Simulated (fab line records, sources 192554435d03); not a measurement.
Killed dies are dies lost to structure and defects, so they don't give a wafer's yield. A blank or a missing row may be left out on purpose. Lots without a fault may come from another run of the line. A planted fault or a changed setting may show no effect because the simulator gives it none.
Problem report in the 8D (eight disciplines) form, filled by code | flow n5_finfet | the parts of the form that need people (team, actions taken, sign-off) are left out

1. THE PROBLEM
plate_temp_C at N5_BEOL_M0_SAQP_COAT_81 reads a mean of 253.67 C on 6 wafers of 2 lots; wafers without a fault read 250.01 C with a standard deviation of 0.17. That is +22 standard deviations from the usual mean.
The step: time 60 s, resist thk 100 nm.
First seen on wafer L651.1, day 7 08:17, on litho_track-02. The record holds 30 wafers of 10 lots with a number at this step. Rule for "out", or "out of limits": more than 4 standard deviations from the usual mean. The other wafers with a number count as sound.

2. WHAT IT IS AND WHAT IT IS NOT
question                    | is                     | is not
which readings at this step | plate_temp_C           | resist_line_temp_C
which lots                  | L651, L653             | L644, L646, L648, L658, L662, L663, L664, L665
which wafers of those lots  | all that have a number | -
read on which tools         | litho_track-02         | litho_track-01, litho_track-04
when                        | from day 7 08:17       | up to then (9 sound wafers); but 15 sound wafers of L658, L662, L663, L664, L665 came after

3. SUSPECTS, AND WHAT RULES EACH OUT
Counting: a tool at a process step up to the reading stays a suspect if it ran every lot that is out and no sound lot after the first of them.
- plasma_asher-01 at N5_MOL_CONTACT_COAG_STRIP_49 (strips in N2/H2, time 30 s): ruled out as a lasting fault. Sound lots L662, L665 ran on it after its first lot that is out, L651 (day 7 03:29).
- litho_track-02 at N5_BEOL_M0_SAQP_COAT_81 (time 60 s, resist thk 100 nm): ruled out as a lasting fault. Sound lots L662 ran on it after its first lot that is out, L651 (day 7 08:17).
Left after counting: nothing in the record.

4. THE CAUSE (what the simulator had put in)
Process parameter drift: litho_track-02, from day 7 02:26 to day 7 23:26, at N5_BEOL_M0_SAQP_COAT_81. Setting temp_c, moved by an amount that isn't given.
Counting ruled it out, wrongly.

5. THE CHAIN OF EFFECTS, in route order
Each row: a reading whose mean over the struck wafers that have a number lies more than 3 standard deviations from the usual. Only readings for which the record gives a usual standard deviation are gone through. hours: the time from each lot's start at the first step in this table that gives one to its start at this step, as a median over the lots. sigmas: the change in usual standard deviations.
hours | step                    | reading              | usual    | on struck wafers | change | sigmas
0     | N5_BEOL_M0_SAQP_COAT_81 | heater_power_total_W | 500.4 W  | 509.9            | +9.5   | +5.3
0     | N5_BEOL_M0_SAQP_COAT_81 | plate_temp_C         | 250.01 C | 253.67           | +3.66  | +22
The process steps in it:
- N5_BEOL_M0_SAQP_COAT_81: time 60 s, resist thk 100 nm.
Later measuring or inspecting steps at which every struck wafer that the step has a row for has a number for every such reading, and none has moved that far: N5_BEOL_M0_SAQP_CD_MEAS_14, N5_BEOL_M4_RC_MEAS_101.

6. WHAT WOULD HAVE CAUGHT IT SOONER
In this record the first reading out of limits was taken at day 7 08:17, 6 hours after the fault began at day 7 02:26.
